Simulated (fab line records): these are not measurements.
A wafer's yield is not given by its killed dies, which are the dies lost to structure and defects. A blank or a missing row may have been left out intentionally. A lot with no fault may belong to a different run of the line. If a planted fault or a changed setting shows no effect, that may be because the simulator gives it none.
fab line records | flow n5Finfet
[record] lots = 7 | wafers = 39
route steps=1938 shown PMOS_HMC_CHANNEL_EPI@57 FIN_SAQP@96 HKMG_FIN@386
startH: the number of hours between the record's first day and the start of the first shown wafer of the lot | waitH: hours since the lot's step before | " repeats the value in the row above | L1.1+2: several wafers, shown together as one row | - value missing, or start not given | * or withheld: withheld | < > ~ a bound
route shown NAME@n: NAME is a module with steps in the file, n the number in the route of the first one | usual: mean and standard deviation over wafers with no fault | same: alike in all rows | chamber/n: place in a boat | sites: the reading at each site | _std_site: standard deviation across them | _edge_site: inner sites' mean taken away from outer sites' mean | radiusMm: how far each site lies from the wafer's centre | mask NAME#n: copy n | behind: the tool/chamber that last shaped the wafer | hold: the reason the lot was held/the length of the hold in hours/how it ended | device: the n, p or np transistor that did not switch | end of line: at the end of the route, the tests of the same wafers | step lacking rows: just its recipe | killed: dies that structure and defects cost at the first sort, which is not the same as the wafer's yield | map: the dies of a wafer, with x for killed, . for not killed, _ for no die there
set.NAME: the setting that was run; set.NAME@STEP: the one run at that earlier step | model.NAME: the simulator's own value behind a step, which no gauge read
lots run with intentionally changed settings; tables by step, rows by wafer
[[steps]]
[step N5_PMOS_HMC_CHANNEL_EPI_HM_DEP_34]
[recipe] material = SiO2 | targetThkA = 360 | tempC = 400 | precursor = TEOS/O2 | pressureTorr = 6.5 | rfW = 900 | teosFlowSccm = 161.4 | gas = O2 | flowSccm = 2650 | timeS = 6.9
lot.wafer | tool     | chamber | startH | waitH | set.timeS | model.SiO2_of_PMOS_HMC_CHANNEL_EPI_HM_DEP_34.thkNm
L077.1    | pecvd-03 | 1       | 35.41  | 0.0   | 9.974     | 51.43
L077.2    | "        | 0       | "      | "     | 6.9       | 36.35
L077.3    | "        | 0       | "      | "     | 6.9       | 36.78
L077.4    | "        | 1       | "      | "     | 9.974     | 52.03
L077.5    | "        | 1       | "      | "     | 6.9       | 37.36
L077.6    | "        | 0       | "      | "     | 9.974     | 52.08
L079.1    | pecvd-01 | 1       | 46.67  | 0.0   | 6.9       | 35.96
L079.2    | "        | 0       | "      | "     | 10.18     | 51.9
L079.3    | "        | 1       | "      | "     | 10.18     | 52.57
L079.4    | "        | 0       | "      | "     | 10.18     | 52.19
L079.5    | "        | 1       | "      | "     | 6.9       | 36.3
L079.6    | "        | 0       | "      | "     | 6.9       | 35.55
L082.1    | pecvd-02 | 2       | 65.04  | 0.0   | 6.9       | 36.22
L082.2    | "        | 1       | "      | "     | 6.9       | 35.14
L082.3    | "        | 0       | "      | "     | 5.586     | 29.05
L082.4    | "        | 1       | "      | "     | 6.9       | 36.25
L082.5    | "        | 0       | "      | "     | 5.586     | 29.4
L082.6    | "        | 2       | "      | "     | 5.586     | 30.03
L089.1    | pecvd-02 | 2       | 106.97 | 0.0   | 6.9       | 36.93
L089.2    | "        | 0       | "      | "     | 6.9       | 35.54
L089.3    | "        | 1       | "      | "     | 6.9       | 36.08
L089.4    | "        | 2       | "      | "     | 6.9       | 37.17
L089.5    | "        | 0       | "      | "     | 6.9       | 36.1
L089.6    | "        | 1       | "      | "     | 6.9       | 36.35
L093.1    | pecvd-03 | 2       | 131.44 | 0.0   | 8.163     | 42.03
L093.2    | "        | 0       | "      | "     | 8.163     | 42.09
L093.3    | "        | 1       | "      | "     | 6.9       | 35.47
L093.4    | "        | 1       | "      | "     | 6.9       | 36.14
L093.5    | "        | 0       | "      | "     | 6.9       | 36.11
L093.6    | "        | 2       | "      | "     | 8.163     | 42.62
L094.4    | pecvd-02 | 1       | 136.60 | 0.0   | 6.9       | 36.77
L094.5    | "        | 0       | "      | "     | 6.9       | 36.84
L094.6    | "        | 2       | "      | "     | 6.9       | 37.75
L097.1    | pecvd-01 | 2       | 155.14 | 0.0   | 6.9       | 34.93
L097.2+3  | "        | 0,1     | "      | "     | 6.9       | 35.27
L097.4    | "        | 2       | "      | "     | 6.9       | 35.36
L097.5    | "        | 1       | "      | "     | 6.9       | 35.78
L097.6    | "        | 0       | "      | "     | 6.9       | 35.56
[step N5_FIN_SAQP_HM_DEP_03]
[recipe] material = SiNx | targetThkA = 380 | tempC = 400 | precursor = SiH4/NH3/N2 | pressureTorr = 1.5 | rfW = 300 | timeS = 33.6
lot.wafer | tool     | chamber | startH | waitH | set.targetThkA | model.SiNx_of_FIN_SAQP_HM_DEP_03.thkNm
L077.1    | pecvd-04 | 0       | 39.50  | 0.2   | 380            | 37.98
L077.2    | "        | 2       | "      | "     | 516.5          | 52.21
L077.3    | "        | 1       | "      | "     | 516.5          | 51.69
L077.4    | "        | 0       | "      | "     | 380            | 38.06
L077.5    | "        | 2       | "      | "     | 380            | 38.93
L077.6    | "        | 1       | "      | "     | 516.5          | 52.56
L079.1    | pecvd-03 | 1       | 50.89  | 0.2   | 380            | 38
L079.2    | "        | 0       | "      | "     | 380            | 38.26
L079.3    | "        | 0       | "      | "     | 380            | 38.9
L079.4    | "        | 1       | "      | "     | 380            | 38.47
L079.5    | "        | 1       | "      | "     | 380            | 38.54
L079.6    | "        | 0       | "      | "     | 380            | 38.73
L082.1    | pecvd-03 | 2       | 69.71  | 0.2   | 229.2          | 23.34
L082.2    | "        | 0       | "      | "     | 380            | 38.54
L082.3    | "        | 1       | "      | "     | 229.2          | 23.27
L082.4    | "        | 0       | "      | "     | 380            | 39.29
L082.5    | "        | 1       | "      | "     | 380            | 38.48
L082.6    | "        | 2       | "      | "     | 229.2          | 23.52
L089.1    | pecvd-03 | 2       | 111.75 | 0.2   | 380            | 37.8
L089.2    | "        | 0       | "      | "     | 172.8          | 17.25
L089.3    | "        | 1       | "      | "     | 380            | 37.18
L089.4    | "        | 2       | "      | "     | 380            | 38.27
L089.5    | "        | 0       | "      | "     | 172.8          | 17.78
L089.6    | "        | 1       | "      | "     | 172.8          | 17.32
L093.1    | pecvd-03 | 1       | 135.09 | 0.2   | 263.5          | 25.88
L093.2    | "        | 2       | "      | "     | 263.5          | 25.8
L093.3    | "        | 1       | "      | "     | 380            | 37.56
L093.4    | "        | 2       | "      | "     | 263.5          | 26.26
L093.5    | "        | 1       | "      | "     | 380            | 37.88
L093.6    | "        | 2       | "      | "     | 380            | 38.15
L094.4    | pecvd-01 | 2       | 140.47 | 0.1   | 380            | 38.65
L094.5    | "        | 1       | "      | "     | 380            | 38.07
L094.6    | "        | 0       | "      | "     | 380            | 37.88
L097.1    | pecvd-03 | 1       | 158.79 | 0.2   | 607.5          | 59.67
L097.2    | "        | 0       | "      | "     | 380            | 38.01
L097.3    | "        | 2       | "      | "     | 380            | 37.07
L097.4    | "        | 0       | "      | "     | 380            | 38.54
L097.5    | "        | 2       | "      | "     | 607.5          | 60.49
L097.6    | "        | 1       | "      | "     | 607.5          | 60.7
[step N5_FIN_SAQP_THK_MEAS_05]
[usual] thkNm = 38.1/0.52
lot.wafer | tool         | chamber | startH | waitH | set.targetThkA@FIN_SAQP_HM_DEP_03 | thkNm
L077.1    | filmMetro-02 | -       | 39.59  | 0.1   | 380                               | 38.0
L077.2    | "            | -       | "      | "     | 516.5                             | 52.2
L077.3    | "            | -       | "      | "     | 516.5                             | 51.6
L077.4    | "            | -       | "      | "     | 380                               | 38.1
L077.5    | "            | -       | "      | "     | 380                               | 38.9
L077.6    | "            | -       | "      | "     | 516.5                             | 52.6
L079.1    | filmMetro-02 | -       | 51.00  | 0.1   | 380                               | 38.0
L079.2    | "            | -       | "      | "     | 380                               | 38.3
L079.3    | "            | -       | "      | "     | 380                               | 38.9
L079.4    | "            | -       | "      | "     | 380                               | 38.4
L079.5    | "            | -       | "      | "     | 380                               | 38.5
L079.6    | "            | -       | "      | "     | 380                               | 38.8
L082.1    | filmMetro-02 | -       | 69.79  | 0.1   | 229.2                             | 23.3
L082.2    | "            | -       | "      | "     | 380                               | 38.5
L082.3    | "            | -       | "      | "     | 229.2                             | 23.3
L082.4    | "            | -       | "      | "     | 380                               | 39.3
L082.5    | "            | -       | "      | "     | 380                               | 38.5
L082.6    | "            | -       | "      | "     | 229.2                             | 23.5
L089.1    | filmMetro-01 | -       | 111.84 | 0.1   | 380                               | 37.8
L089.2    | "            | -       | "      | "     | 172.8                             | 17.2
L089.3    | "            | -       | "      | "     | 380                               | 37.2
L089.4    | "            | -       | "      | "     | 380                               | 38.3
L089.5    | "            | -       | "      | "     | 172.8                             | 17.8
L089.6    | "            | -       | "      | "     | 172.8                             | 17.3
L093.1    | filmMetro-02 | -       | 135.20 | 0.1   | 263.5                             | 25.9
L093.2    | "            | -       | "      | "     | 263.5                             | 25.8
L093.3    | "            | -       | "      | "     | 380                               | 37.5
L093.4    | "            | -       | "      | "     | 263.5                             | 26.3
L093.5    | "            | -       | "      | "     | 380                               | 37.9
L093.6    | "            | -       | "      | "     | 380                               | 38.2
L094.4    | filmMetro-02 | -       | 140.53 | 0.0   | 380                               | 38.6
L094.5    | "            | -       | "      | "     | 380                               | 38.0
L094.6    | "            | -       | "      | "     | 380                               | 37.9
L097.1    | filmMetro-01 | -       | 158.88 | 0.1   | 607.5                             | 59.6
L097.2    | "            | -       | "      | "     | 380                               | 38.0
L097.3    | "            | -       | "      | "     | 380                               | 37.1
L097.4    | "            | -       | "      | "     | 380                               | 38.6
L097.5    | "            | -       | "      | "     | 607.5                             | 60.5
L097.6    | "            | -       | "      | "     | 607.5                             | 60.7
[step N5_FIN_SAQP_PECVD_47]
[recipe] material = a-Si | targetThkA = 450 | tempC = 400 | precursor = SiH4/He | pressureTorr = 3 | rfW = 100 | timeS = 36.3
[step N5_FIN_SAQP_PECVD_48]
[recipe] material = SiNx | targetThkA = 250 | tempC = 400 | precursor = SiH4/NH3/N2 | pressureTorr = 1.5 | rfW = 300 | timeS = 22.1
[step N5_FIN_SAQP_MANDREL2_REMOVE_60]
[recipe] chemistry = HBr/Cl2/O2 | btTimeS = 10 | target = a-Si | stopOn = SiNx | endpoint = OES-SiCl | overEtchFrac = 1 | icpW = 600 | biasW = 22 | HBr_flow_sccm = 150 | Cl2_flow_sccm = 80 | O2_flow_sccm = 5 | pressureMtorr = 10
[step N5_FIN_SAQP_HM_OPEN_33]
[recipe] chemistry = CH3F/O2 | target = SiNx | maskMaterial = SiO2 | targetDepthA = 494 | timeS = 70.6 | pressureMtorr = 30 | sourceW = 395 | biasW = 73 | Ar_flow_sccm = 150 | CH3F_flow_sccm = 30 | O2_flow_sccm = 20 | ionEnergyEv = 120 | ends = cleared
[usual] etchRfOnTimeS = 69.3/1.7
lot.wafer | tool       | chamber | startH | waitH | set.targetThkA@FIN_SAQP_HM_DEP_03 | etchRfOnTimeS | model.etch.depthNm
L077.1    | rieDiel-04 | 1       | 45.31  | 0.2   | 380                               | 69.7          | 37.28
L077.2    | "          | 0       | "      | "     | 516.5                             | 94.7          | 51.57
L077.3    | "          | 2       | "      | "     | 516.5                             | 94.8          | 51.06
L077.4    | "          | 3       | "      | "     | 380                               | 68.0          | 37.34
L077.5    | "          | 0       | "      | "     | 380                               | 70.1          | 38.29
L077.6    | "          | 3       | "      | "     | 516.5                             | 93.8          | 51.86
L079.1    | rieDiel-05 | 0       | 56.61  | 0.0   | 380                               | 69.3          | 37.36
L079.2    | "          | 2       | "      | "     | 380                               | 70.7          | 37.63
L079.3    | "          | 1       | "      | "     | 380                               | 70.0          | 38.2
L079.4    | "          | 3       | "      | "     | 380                               | 71.9          | 37.75
L079.5    | "          | 1       | "      | "     | 380                               | 70.7          | 37.9
L079.6    | "          | 0       | "      | "     | 380                               | 70.6          | 38.01
L082.1    | rieDiel-05 | 0       | 74.49  | 0.0   | 229.2                             | 41.9          | 22.71
L082.2    | "          | 3       | "      | "     | 380                               | 71.4          | 37.81
L082.3    | "          | 1       | "      | "     | 229.2                             | 41.7          | 22.58
L082.4    | "          | 2       | "      | "     | 380                               | 72.4          | 38.66
L082.5    | "          | 2       | "      | "     | 380                               | 70.9          | 37.85
L082.6    | "          | 3       | "      | "     | 229.2                             | 43.3          | 22.89
L089.1    | rieDiel-01 | 0       | 116.57 | 0.3   | 380                               | 68.1          | 37.17
L089.2    | "          | 1       | "      | "     | 172.8                             | 30.6          | 16.55
L089.3    | "          | 2       | "      | "     | 380                               | 66.9          | 36.54
L089.4    | "          | 3       | "      | "     | 380                               | 70.2          | 37.55
L089.5    | "          | 1       | "      | "     | 172.8                             | 31.8          | 17.16
L089.6    | "          | 0       | "      | "     | 172.8                             | 30.3          | 16.62
L093.1    | rieDiel-01 | 3       | 139.59 | 0.0   | 263.5                             | 46.8          | 25.25
L093.2    | "          | 1       | "      | "     | 263.5                             | 46.5          | 25.11
L093.3    | "          | 0       | "      | "     | 380                               | 66.9          | 36.94
L093.4    | "          | 2       | "      | "     | 263.5                             | 47.1          | 25.63
L093.5    | "          | 1       | "      | "     | 380                               | 68.9          | 37.25
L093.6    | "          | 0       | "      | "     | 380                               | 67.4          | 37.46
L094.4    | rieDiel-04 | 1       | 146.59 | 0.1   | 380                               | 70.8          | 37.96
L094.5    | "          | 3       | "      | "     | 380                               | 67.3          | 37.44
L094.6    | "          | 0       | "      | "     | 380                               | 66.8          | 37.15
L097.1    | rieDiel-05 | 0       | 163.97 | 0.3   | 607.5                             | 109.7         | 59.04
L097.2    | "          | 1       | "      | "     | 380                               | 68.1          | 37.28
L097.3    | "          | 2       | "      | "     | 380                               | 69.9          | 36.38
L097.4    | "          | 3       | "      | "     | 380                               | 72.4          | 37.91
L097.5    | "          | 3       | "      | "     | 607.5                             | 114.5         | 59.86
L097.6    | "          | 0       | "      | "     | 607.5                             | 111.8         | 60.08
[step N5_HKMG_FIN_HK_ALD_01]
[recipe] material = HfO2 | targetThkA = 16 | tempC = withheld | aldPrecursorFamily = HfCl4 | aldCoReactant = H2O | pulseTimeS = 3 | purgeTimeS = 3 | coReactantPurgeTimeS = 2.5 | coReactantPulseTimeS = 0.3 | aldCycles = 30
lot.wafer  | tool     | chamber | startH | waitH | set.aldCycles | model.HfO2_of_HKMG_FIN_HK_ALD_01.thkNm
L077.1+2+4 | aldHk-02 | 2,0,1   | 93.40  | 0.0   | 30            | 1.6
L077.3+5+6 | "        | 3,3,2   | "      | "     | 25            | 1.4
L079.1+2+3 | aldHk-02 | 2,3,1   | 101.22 | 0.0   | 38            | 2
L079.4+5+6 | "        | 0,2,1   | "      | "     | 30            | 1.6
L082.1+2+3 | aldHk-02 | 2,0,3   | 117.95 | 0.0   | 30            | 1.6
L082.4+5+6 | "        | 1,1,0   | "      | "     | 39            | 2
L089.1+4+5 | aldHk-02 | 2,1,0   | 162.73 | 0.1   | 30            | 1.6
L089.2+6   | "        | 3,1     | "      | "     | 36            | 2
L089.3     | "        | 0       | "      | "     | 36            | 1.8
L093.1+4+5 | aldHk-03 | 0,1,2   | 183.15 | 0.0   | 16            | 0.8
L093.2+3+6 | "        | 3,2,1   | "      | "     | 30            | 1.6
L094.4+5+6 | aldHk-02 | 0,0,3   | 189.91 | 0.0   | 30            | 1.6
L097.1+4+5 | aldHk-01 | 0,1,1   | 212.35 | 0.0   | 30            | 1.6
L097.2+3+6 | "        | 3,2,2   | "      | "     | 35            | 1.8
[step N5_HKMG_FIN_HK_ANNEAL_02]
[recipe] tempC = 700 | timeS = 30 | ambient = N2 | idleTempC = 600 | rampUpCPerS = 150 | rampDownCPerS = 60 | coolToC = 600
[step N5_HKMG_FIN_ALD_74]
[recipe] material = La2O3 | targetThkA = 5 | tempC = 250 | aldPrecursorFamily = La-Cp | aldCoReactant = O3 | pulseTimeS = 6 | coReactantPulseTimeS = 1 | purgeTimeS = 3 | coReactantPurgeTimeS = 3
[step N5_HKMG_FIN_WET_ETCH_82]
[recipe] chemistry = dHCl | mix = 1:10000 | tempC = 25 | target = La2O3 | stopOn = HfO2 | targetDepthNm = 2 | dry = ipaMarangoni | rinseTimeS = 30 | rinseTempC = 23
[step N5_HKMG_FIN_ALD_36]
[recipe] material = TiN | targetThkA = 10 | tempC = 400 | aldPrecursorFamily = TiCl4 | aldCoReactant = NH3 | pulseTimeS = 1 | purgeTimeS = 3 | coReactantPurgeTimeS = 2 | coReactantPulseTimeS = 2 | aldCycles = 47 | pressureTorr = 3
[step N5_HKMG_FIN_THK_MEAS_70]
[recipe] thkMeasGauge = xrf | reads = HfO2_of_HKMG_FIN_HK_ALD_01
[usual] HK_THK = 1.621/0.021
lot.wafer | tool         | chamber | startH | waitH | set.aldCycles@HKMG_FIN_HK_ALD_01 | HK_THK[nm]
L077.1    | filmMetro-02 | -       | 97.01  | 0.2   | 30                               | 1.661
L077.2    | "            | -       | "      | "     | 30                               | 1.621
L077.3    | "            | -       | "      | "     | 25                               | 1.370
L077.4    | "            | -       | "      | "     | 30                               | 1.600
L077.5    | "            | -       | "      | "     | 25                               | 1.367
L077.6    | "            | -       | "      | "     | 25                               | 1.372
L079.1    | filmMetro-02 | -       | 104.56 | 0.2   | 38                               | 2.053
L079.2    | "            | -       | "      | "     | 38                               | 2.080
L079.3    | "            | -       | "      | "     | 38                               | 2.077
L079.4    | "            | -       | "      | "     | 30                               | 1.637
L079.5    | "            | -       | "      | "     | 30                               | 1.634
L079.6    | "            | -       | "      | "     | 30                               | 1.651
L082.1    | filmMetro-02 | -       | 121.30 | 0.2   | 30                               | 1.641
L082.2    | "            | -       | "      | "     | 30                               | 1.584
L082.3    | "            | -       | "      | "     | 30                               | 1.652
L082.4    | "            | -       | "      | "     | 39                               | 2.098
L082.5    | "            | -       | "      | "     | 39                               | 2.119
L082.6    | "            | -       | "      | "     | 39                               | 2.029
L089.1    | filmMetro-02 | -       | 167.06 | 0.2   | 30                               | 1.622
L089.2    | "            | -       | "      | "     | 36                               | 1.954
L089.3    | "            | -       | "      | "     | 36                               | 1.881
L089.4    | "            | -       | "      | "     | 30                               | 1.613
L089.5    | "            | -       | "      | "     | 30                               | 1.598
L089.6    | "            | -       | "      | "     | 36                               | 1.944
L093.1    | filmMetro-01 | -       | 186.59 | 0.2   | 16                               | 0.888
L093.2    | "            | -       | "      | "     | 30                               | 1.640
L093.3    | "            | -       | "      | "     | 30                               | 1.629
L093.4    | "            | -       | "      | "     | 16                               | 0.871
L093.5    | "            | -       | "      | "     | 16                               | 0.863
L093.6    | "            | -       | "      | "     | 30                               | 1.636
L094.4    | filmMetro-01 | -       | 193.48 | 0.2   | 30                               | 1.618
L094.5    | "            | -       | "      | "     | 30                               | 1.619
L094.6    | "            | -       | "      | "     | 30                               | 1.645
L097.1    | filmMetro-02 | -       | 216.11 | 0.2   | 30                               | 1.600
L097.2    | "            | -       | "      | "     | 35                               | 1.900
L097.3    | "            | -       | "      | "     | 35                               | 1.863
L097.4    | "            | -       | "      | "     | 30                               | 1.594
L097.5    | "            | -       | "      | "     | 30                               | 1.601
L097.6    | "            | -       | "      | "     | 35                               | 1.888
[[key]]
[split] step = N5_PMOS_HMC_CHANNEL_EPI_HM_DEP_34 | setting = timeS | stated = 6.9 | by = wafer
[response] step = N5_PMOS_HMC_CHANNEL_EPI_HM_DEP_34 | reading = model.SiO2_of_PMOS_HMC_CHANNEL_EPI_HM_DEP_34.thkNm | change = +0.34 | per = 1% | r = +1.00
[split] step = N5_FIN_SAQP_HM_DEP_03 | setting = targetThkA | stated = 380 | by = wafer
[response] step = N5_FIN_SAQP_HM_DEP_03 | reading = model.SiNx_of_FIN_SAQP_HM_DEP_03.thkNm | change = +0.378 | per = 1% | r = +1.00
[response] step = N5_FIN_SAQP_THK_MEAS_05 | reading = thkNm | change = * | per = 1% | r = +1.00
[response] step = N5_FIN_SAQP_HM_OPEN_33 | reading = etchRfOnTimeS | change = * | per = 1% | r = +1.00
[response] step = N5_FIN_SAQP_HM_OPEN_33 | reading = model.etch.depthNm | change = +0.379 | per = 1% | r = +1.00
[split] step = N5_HKMG_FIN_HK_ALD_01 | setting = aldCycles | stated = 30 | by = wafer
[response] step = N5_HKMG_FIN_HK_ALD_01 | reading = model.HfO2_of_HKMG_FIN_HK_ALD_01.thkNm | change = +0.0155 | per = 1% | r = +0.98
[response] step = N5_HKMG_FIN_THK_MEAS_70 | reading = HK_THK | change = +0.016 | per = 1% | r = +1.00
